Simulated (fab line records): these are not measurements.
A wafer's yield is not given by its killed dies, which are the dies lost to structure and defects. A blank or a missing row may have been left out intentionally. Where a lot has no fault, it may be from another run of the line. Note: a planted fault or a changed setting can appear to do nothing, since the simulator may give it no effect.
The tool behind it: which one? :: flow nand_harc :: Sampling: 12 lots, 36 wafers, 5 of 1159 route steps

WHAT THE GAUGES SHOWED, per wafer
NHARC_END_SORT_01. Usual: killed_at_array 27, standard deviation 12; killed_at_other 0.8, standard deviation 1; killed_at_periphery 4.0, standard deviation 2.5; killed_dies 32, standard deviation 11; killed_open 3.3, standard deviation 1.8; killed_short 2.0, standard deviation 1.5.
lot: L769
measured: day 20 16:56
on: prober-01
killed_at_array: 672 676 670
killed_at_other: 2 1 2
killed_at_periphery: 3 0 5
killed_dies: 677 677 677
killed_open: 3 1 2
killed_short: 3 0 4
flag: OFF

lot: L770
measured: day 20 21:56
on: prober-02
killed_at_array: 670 668 667
killed_at_other: 3 2 0
killed_at_periphery: 4 7 10
killed_dies: 677 677 677
killed_open: 5 2 2
killed_short: 1 0 2
flag: OFF

lot: L768
measured: day 21 09:24
on: prober-02
killed_at_array: 675 676 676
killed_at_other: 0 0 0
killed_at_periphery: 2 1 1
killed_dies: 677 677 677
killed_open: 1 4 5
killed_short: 2 3 2
flag: OFF

WHICH TOOL RAN EACH LOT (tool, then ch and the chambers of the sampled wafers, then the start)
lot: L763
NHARC_A_CHANNEL_FILL_D1_ALD_02: ald_hk-02 ch 0,1,2, day 9 05:26
NHARC_A_CHANNEL_FILL_D1_ALD_15: ald_sin_batch-02 ch 0, day 11 11:26 or earlier
NHARC_A_CHANNEL_FILL_D1_ETCHBACK_08: rie_diel-10 ch 0,1,3, day 11 11:26 or earlier
NHARC_A_STAIRCASE_ETCH_169: rie_diel-05 ch 0,1,2, day 11 11:26

lot: L765
NHARC_A_CHANNEL_FILL_D1_ALD_02: ald_hk-03 ch 1,3, day 9 05:32
NHARC_A_CHANNEL_FILL_D1_ALD_15: ald_sin_batch-02 ch 0, day 11 09:16 or earlier
NHARC_A_CHANNEL_FILL_D1_ETCHBACK_08: rie_diel-08 ch 0,1,3, day 11 09:16 or earlier
NHARC_A_STAIRCASE_ETCH_169: rie_diel-05 ch 1,3, day 11 09:16

lot: L769
NHARC_A_CHANNEL_FILL_D1_ALD_02: ald_hk-03 ch 0,1, day 10 08:31
NHARC_A_CHANNEL_FILL_D1_ALD_15: ald_sin_batch-01 ch 0, day 12 12:13 or earlier
NHARC_A_CHANNEL_FILL_D1_ETCHBACK_08: rie_diel-10 ch 0,2, day 12 12:13 or earlier
NHARC_A_STAIRCASE_ETCH_169: rie_diel-04 ch 0,2, day 12 12:13

lot: L770
NHARC_A_CHANNEL_FILL_D1_ALD_02: ald_hk-02 ch 0,2,3, day 10 09:23
NHARC_A_CHANNEL_FILL_D1_ALD_15: ald_sin_batch-01 ch 0, day 12 12:25 or earlier
NHARC_A_CHANNEL_FILL_D1_ETCHBACK_08: rie_diel-09 ch 1,2,3, day 12 12:25 or earlier
NHARC_A_STAIRCASE_ETCH_169: rie_diel-04 ch 0,3, day 12 12:25

lot: L768
NHARC_A_CHANNEL_FILL_D1_ALD_02: ald_hk-03 ch 1,2,3, day 10 12:42
NHARC_A_CHANNEL_FILL_D1_ALD_15: ald_sin_batch-01 ch 0, day 12 17:34 or earlier
NHARC_A_CHANNEL_FILL_D1_ETCHBACK_08: rie_diel-10 ch 0,2,3, day 12 17:34 or earlier
NHARC_A_STAIRCASE_ETCH_169: rie_diel-04 ch 0,1,2, day 12 17:34

lot: L774
NHARC_A_CHANNEL_FILL_D1_ALD_02: ald_hk-01 ch 0,1,3, day 11 21:47
NHARC_A_CHANNEL_FILL_D1_ALD_15: ald_sin_batch-01 ch 0, day 13 22:39 or earlier
NHARC_A_CHANNEL_FILL_D1_ETCHBACK_08: rie_diel-09 ch 1,2,3, day 13 22:39 or earlier
NHARC_A_STAIRCASE_ETCH_169: rie_diel-04 ch 0,1,3, day 13 22:39

lot: L775
NHARC_A_CHANNEL_FILL_D1_ALD_02: ald_hk-02 ch 0,3, day 11 21:58
NHARC_A_CHANNEL_FILL_D1_ALD_15: ald_sin_batch-01 ch 0, day 13 23:05 or earlier
NHARC_A_CHANNEL_FILL_D1_ETCHBACK_08: rie_diel-10 ch 0,1,2, day 13 23:05 or earlier
NHARC_A_STAIRCASE_ETCH_169: rie_diel-04 ch 1,2, day 13 23:05

lot: L777
NHARC_A_CHANNEL_FILL_D1_ALD_02: ald_hk-03 ch 1,2, day 12 07:26
NHARC_A_CHANNEL_FILL_D1_ALD_15: ald_sin_batch-01 ch 0, day 14 08:32 or earlier
NHARC_A_CHANNEL_FILL_D1_ETCHBACK_08: rie_diel-08 ch 0,1, day 14 08:32 or earlier
NHARC_A_STAIRCASE_ETCH_169: rie_diel-04 ch 1,2, day 14 08:32

lot: L776
NHARC_A_CHANNEL_FILL_D1_ALD_02: ald_hk-01 ch 0,1,2, day 12 08:27
NHARC_A_CHANNEL_FILL_D1_ALD_15: ald_sin_batch-01 ch 0, day 14 08:22 or earlier
NHARC_A_CHANNEL_FILL_D1_ETCHBACK_08: rie_diel-09 ch 1,2,3, day 14 08:22 or earlier
NHARC_A_STAIRCASE_ETCH_169: rie_diel-04 ch 0,1,2, day 14 08:22

lot: L778
NHARC_A_CHANNEL_FILL_D1_ALD_02: ald_hk-01 ch 0,1,3, day 12 18:49
NHARC_A_CHANNEL_FILL_D1_ALD_15: ald_sin_batch-02 ch 0, day 14 23:06 or earlier
NHARC_A_CHANNEL_FILL_D1_ETCHBACK_08: rie_diel-09 ch 0,2,3, day 14 23:06 or earlier
NHARC_A_STAIRCASE_ETCH_169: rie_diel-04 ch 0,1,2, day 14 23:06

lot: L780
NHARC_A_CHANNEL_FILL_D1_ALD_02: ald_hk-01 ch 2,3, day 13 02:21
NHARC_A_CHANNEL_FILL_D1_ALD_15: ald_sin_batch-02 ch 0, day 15 03:38 or earlier
NHARC_A_CHANNEL_FILL_D1_ETCHBACK_08: rie_diel-09 ch 0,2, day 15 03:38 or earlier
NHARC_A_STAIRCASE_ETCH_169: rie_diel-04 ch 1,2,3, day 15 03:38

lot: L784
NHARC_A_CHANNEL_FILL_D1_ALD_02: ald_hk-02 ch 1,2,3, day 14 06:14
NHARC_A_CHANNEL_FILL_D1_ALD_15: ald_sin_batch-01 ch 0, day 16 12:57 or earlier
NHARC_A_CHANNEL_FILL_D1_ETCHBACK_08: rie_diel-08 ch 0,1,3, day 16 12:57 or earlier
NHARC_A_STAIRCASE_ETCH_169: rie_diel-04 ch 1,2,3, day 16 12:57
- NHARC_A_CHANNEL_FILL_D1_ALD_02: deposits SiO2, target thk 6 nm, pulse time 10 s, ald cycles 60.
- NHARC_A_CHANNEL_FILL_D1_ALD_15: deposits SiNx, target thk 2 nm, pulse time 60 s, ald cycles 19.
- NHARC_A_CHANNEL_FILL_D1_ETCHBACK_08: etches the open film in C4F8, target depth 220 nm, time 110 s.
- NHARC_A_STAIRCASE_ETCH_169: etches the open film in CH3F/O2, target depth 50 nm, time 107.1 s.

WHAT THE TOOLS THEMSELVES READ (means of the sampled wafers that have a number; where no wafer has one, the mark that the record gives instead)
NHARC_A_CHANNEL_FILL_D1_ALD_02. Usual: heater_power_w 479 W, standard deviation 39; precursor_pulse_height_rel 1.000, standard deviation 0.02.
lot: L763
tool: ald_hk-02
heater_power_w (W): 508
precursor_pulse_height_rel: 1.000
flag: 

lot: L765
tool: ald_hk-03
heater_power_w (W): 461
precursor_pulse_height_rel: 0.982
flag: 

lot: L769
tool: ald_hk-03
heater_power_w (W): 508
precursor_pulse_height_rel: 1.003
flag: 

lot: L770
tool: ald_hk-02
heater_power_w (W): 503
precursor_pulse_height_rel: 1.008
flag: 

lot: L768
tool: ald_hk-03
heater_power_w (W): 475
precursor_pulse_height_rel: 0.987
flag: 

lot: L774
tool: ald_hk-01
heater_power_w (W): 445
precursor_pulse_height_rel: 0.979
flag: 

lot: L775
tool: ald_hk-02
heater_power_w (W): 537
precursor_pulse_height_rel: 1.001
flag: 

lot: L777
tool: ald_hk-03
heater_power_w (W): 470
precursor_pulse_height_rel: 1.015
flag: 

lot: L776
tool: ald_hk-01
heater_power_w (W): 442
precursor_pulse_height_rel: 0.989
flag: 

lot: L778
tool: ald_hk-01
heater_power_w (W): 445
precursor_pulse_height_rel: 0.990
flag: 

lot: L780
tool: ald_hk-01
heater_power_w (W): 465
precursor_pulse_height_rel: 0.984
flag: 

lot: L784
tool: ald_hk-02
heater_power_w (W): 487
precursor_pulse_height_rel: 0.993
flag: 

NHARC_A_CHANNEL_FILL_D1_ALD_15. Usual: chamber_pressure_Torr 2.001 Torr, standard deviation 0.0043; precursor_pulse_height_rel 1.001, standard deviation 0.02.
lot: L763
tool: ald_sin_batch-02
chamber_pressure_Torr (Torr): 1.996
precursor_pulse_height_rel: 1.001
flag: 

lot: L765
tool: ald_sin_batch-02
chamber_pressure_Torr (Torr): 2.000
precursor_pulse_height_rel: 0.998
flag: 

lot: L769
tool: ald_sin_batch-01
chamber_pressure_Torr (Torr): 1.998
precursor_pulse_height_rel: 1.004
flag: 

lot: L770
tool: ald_sin_batch-01
chamber_pressure_Torr (Torr): 2.005
precursor_pulse_height_rel: 0.991
flag: 

lot: L768
tool: ald_sin_batch-01
chamber_pressure_Torr (Torr): 2.001
precursor_pulse_height_rel: 1.000
flag: 

lot: L774
tool: ald_sin_batch-01
chamber_pressure_Torr (Torr): 2.006
precursor_pulse_height_rel: 0.996
flag: 

lot: L775
tool: ald_sin_batch-01
chamber_pressure_Torr (Torr): 2.003
precursor_pulse_height_rel: 0.987
flag: 

lot: L777
tool: ald_sin_batch-01
chamber_pressure_Torr (Torr): 2.001
precursor_pulse_height_rel: 1.010
flag: 

lot: L776
tool: ald_sin_batch-01
chamber_pressure_Torr (Torr): 2.001
precursor_pulse_height_rel: 0.991
flag: 

lot: L778
tool: ald_sin_batch-02
chamber_pressure_Torr (Torr): 2.001
precursor_pulse_height_rel: 1.024
flag: 

lot: L780
tool: ald_sin_batch-02
chamber_pressure_Torr (Torr): 2.002
precursor_pulse_height_rel: 1.004
flag: 

lot: L784
tool: ald_sin_batch-01
chamber_pressure_Torr (Torr): 2.004
precursor_pulse_height_rel: 1.003
flag: 

NHARC_A_CHANNEL_FILL_D1_ETCHBACK_08. Usual: oes_product_au 0.97 a.u., standard deviation 0.037; rf_vpp_V 440.8 V, standard deviation 2.8.
lot: L763
tool: rie_diel-10
oes_product_au (a.u.): 1.01
rf_vpp_V (V): 440.9
flag: 

lot: L765
tool: rie_diel-08
oes_product_au (a.u.): 1.00
rf_vpp_V (V): 440.2
flag: 

lot: L769
tool: rie_diel-10
oes_product_au (a.u.): 0.92
rf_vpp_V (V): 437.3
flag: 

lot: L770
tool: rie_diel-09
oes_product_au (a.u.): 1.00
rf_vpp_V (V): 442.0
flag: 

lot: L768
tool: rie_diel-10
oes_product_au (a.u.): 0.93
rf_vpp_V (V): 440.6
flag: 

lot: L774
tool: rie_diel-09
oes_product_au (a.u.): 0.99
rf_vpp_V (V): 440.9
flag: 

lot: L775
tool: rie_diel-10
oes_product_au (a.u.): 0.92
rf_vpp_V (V): 438.5
flag: 

lot: L777
tool: rie_diel-08
oes_product_au (a.u.): 1.02
rf_vpp_V (V): 440.3
flag: 

lot: L776
tool: rie_diel-09
oes_product_au (a.u.): 0.92
rf_vpp_V (V): 441.8
flag: 

lot: L778
tool: rie_diel-09
oes_product_au (a.u.): 0.93
rf_vpp_V (V): 442.7
flag: 

lot: L780
tool: rie_diel-09
oes_product_au (a.u.): 0.94
rf_vpp_V (V): 444.0
flag: 

lot: L784
tool: rie_diel-08
oes_product_au (a.u.): 1.00
rf_vpp_V (V): 439.1
flag: 

NHARC_A_STAIRCASE_ETCH_169. Usual: bias_w 99.97 W, standard deviation 0.3; ch3f_flow_sccm 49.99 sccm, standard deviation 0.15; drypump_motor_current_A 5.8 A, standard deviation 0.43; o2_flow_sccm 30.00 sccm, standard deviation 0.091; oes_product_au 0.953 a.u., standard deviation 0.02; rf_vpp_V 244.9 V, standard deviation 1.7; showerhead_plenum_p_Torr 2.49 Torr, standard deviation 0.1; throttle_valve_pct 20.662 %, standard deviation 0.0087.
lot: L763
tool: rie_diel-05
bias_w (W): 100.06
ch3f_flow_sccm (sccm): 49.88
drypump_motor_current_A (A): 5.9
o2_flow_sccm (sccm): 30.02
oes_product_au (a.u.): 0.971
rf_vpp_V (V): 246.2
showerhead_plenum_p_Torr (Torr): 2.58
throttle_valve_pct (%): 20.662
flag: 

lot: L765
tool: rie_diel-05
bias_w (W): 99.72
ch3f_flow_sccm (sccm): 49.89
drypump_motor_current_A (A): 5.4
o2_flow_sccm (sccm): 30.06
oes_product_au (a.u.): 0.973
rf_vpp_V (V): 245.0
showerhead_plenum_p_Torr (Torr): 2.53
throttle_valve_pct (%): 20.665
flag: 

lot: L769
tool: rie_diel-04
bias_w (W): -
ch3f_flow_sccm (sccm): -
drypump_motor_current_A (A): -
o2_flow_sccm (sccm): -
oes_product_au (a.u.): -
rf_vpp_V (V): -
showerhead_plenum_p_Torr (Torr): -
throttle_valve_pct (%): -
flag: OFF

lot: L770
tool: rie_diel-04
bias_w (W): -
ch3f_flow_sccm (sccm): -
drypump_motor_current_A (A): -
o2_flow_sccm (sccm): -
oes_product_au (a.u.): -
rf_vpp_V (V): -
showerhead_plenum_p_Torr (Torr): -
throttle_valve_pct (%): -
flag: OFF

lot: L768
tool: rie_diel-04
bias_w (W): -
ch3f_flow_sccm (sccm): -
drypump_motor_current_A (A): -
o2_flow_sccm (sccm): -
oes_product_au (a.u.): -
rf_vpp_V (V): -
showerhead_plenum_p_Torr (Torr): -
throttle_valve_pct (%): -
flag: OFF

lot: L774
tool: rie_diel-04
bias_w (W): 99.94
ch3f_flow_sccm (sccm): 50.04
drypump_motor_current_A (A): 6.0
o2_flow_sccm (sccm): 30.06
oes_product_au (a.u.): 0.956
rf_vpp_V (V): 243.8
showerhead_plenum_p_Torr (Torr): 2.45
throttle_valve_pct (%): 20.657
flag: 

lot: L775
tool: rie_diel-04
bias_w (W): 100.15
ch3f_flow_sccm (sccm): 49.93
drypump_motor_current_A (A): 5.9
o2_flow_sccm (sccm): 29.89
oes_product_au (a.u.): 0.947
rf_vpp_V (V): 243.0
showerhead_plenum_p_Torr (Torr): 2.36
throttle_valve_pct (%): 20.670
flag: 

lot: L777
tool: rie_diel-04
bias_w (W): 99.73
ch3f_flow_sccm (sccm): 50.03
drypump_motor_current_A (A): 5.9
o2_flow_sccm (sccm): 29.90
oes_product_au (a.u.): 0.935
rf_vpp_V (V): 243.3
showerhead_plenum_p_Torr (Torr): 2.40
throttle_valve_pct (%): 20.666
flag: 

lot: L776
tool: rie_diel-04
bias_w (W): 100.00
ch3f_flow_sccm (sccm): 49.99
drypump_motor_current_A (A): 6.1
o2_flow_sccm (sccm): 30.03
oes_product_au (a.u.): 0.954
rf_vpp_V (V): 244.1
showerhead_plenum_p_Torr (Torr): 2.43
throttle_valve_pct (%): 20.654
flag: 

lot: L778
tool: rie_diel-04
bias_w (W): 100.02
ch3f_flow_sccm (sccm): 50.05
drypump_motor_current_A (A): 6.0
o2_flow_sccm (sccm): 30.06
oes_product_au (a.u.): 0.976
rf_vpp_V (V): 244.8
showerhead_plenum_p_Torr (Torr): 2.43
throttle_valve_pct (%): 20.661
flag: 

lot: L780
tool: rie_diel-04
bias_w (W): 99.88
ch3f_flow_sccm (sccm): 49.91
drypump_motor_current_A (A): 5.9
o2_flow_sccm (sccm): 29.99
oes_product_au (a.u.): 0.956
rf_vpp_V (V): 243.5
showerhead_plenum_p_Torr (Torr): 2.41
throttle_valve_pct (%): 20.671
flag: 

lot: L784
tool: rie_diel-04
bias_w (W): 100.05
ch3f_flow_sccm (sccm): 49.90
drypump_motor_current_A (A): 5.9
o2_flow_sccm (sccm): 30.04
oes_product_au (a.u.): 0.950
rf_vpp_V (V): 243.5
showerhead_plenum_p_Torr (Torr): 2.41
throttle_valve_pct (%): 20.660
flag: 

THE ANSWER, worked out from the rows above alone
Rule: take the mean of a lot's wafers that have a number; if it is more than 3 standard deviations from the usual mean, the lot is off. A lot without any number at a reading at which 4 lots or more have one is off too. Where the step has rows for the other lots, those lots are counted as sound. After the gauges, taken in route order, come the tools' own readings; for these a lot's mean is taken, as printed above. The first step at which some lot is off is used, and at that step the reading that is off furthest; a lot without a number counts as furthest.
Off at NHARC_END_SORT_01 (killed_dies): L769, L770, L768. Neither off nor sound, because the step has no rows for them: L763, L765, L774, L775, L777, L776, L778, L780, L784.
A tool fits if, at a process step before that reading, it ran every lot that is off, and no sound lot after the first of them. Not tried: the gauges at NHARC_END_SORT_01; whatever is off there is also off at NHARC_A_STAIRCASE_ETCH_169, on other tools, and gauge error can't account for it. With no start given for some of its lots, NHARC_A_CHANNEL_FILL_D1_ALD_15 uses the hours and lot order of NHARC_A_STAIRCASE_ETCH_169. With no start given for some of its lots, NHARC_A_CHANNEL_FILL_D1_ETCHBACK_08 uses the hours and lot order of NHARC_A_STAIRCASE_ETCH_169. Undecided on this evidence; 2 tools fit (ald_sin_batch-01 at NHARC_A_CHANNEL_FILL_D1_ALD_15, rie_diel-04 at NHARC_A_STAIRCASE_ETCH_169).

WHAT HAD BEEN PUT IN BY THE SIMULATOR
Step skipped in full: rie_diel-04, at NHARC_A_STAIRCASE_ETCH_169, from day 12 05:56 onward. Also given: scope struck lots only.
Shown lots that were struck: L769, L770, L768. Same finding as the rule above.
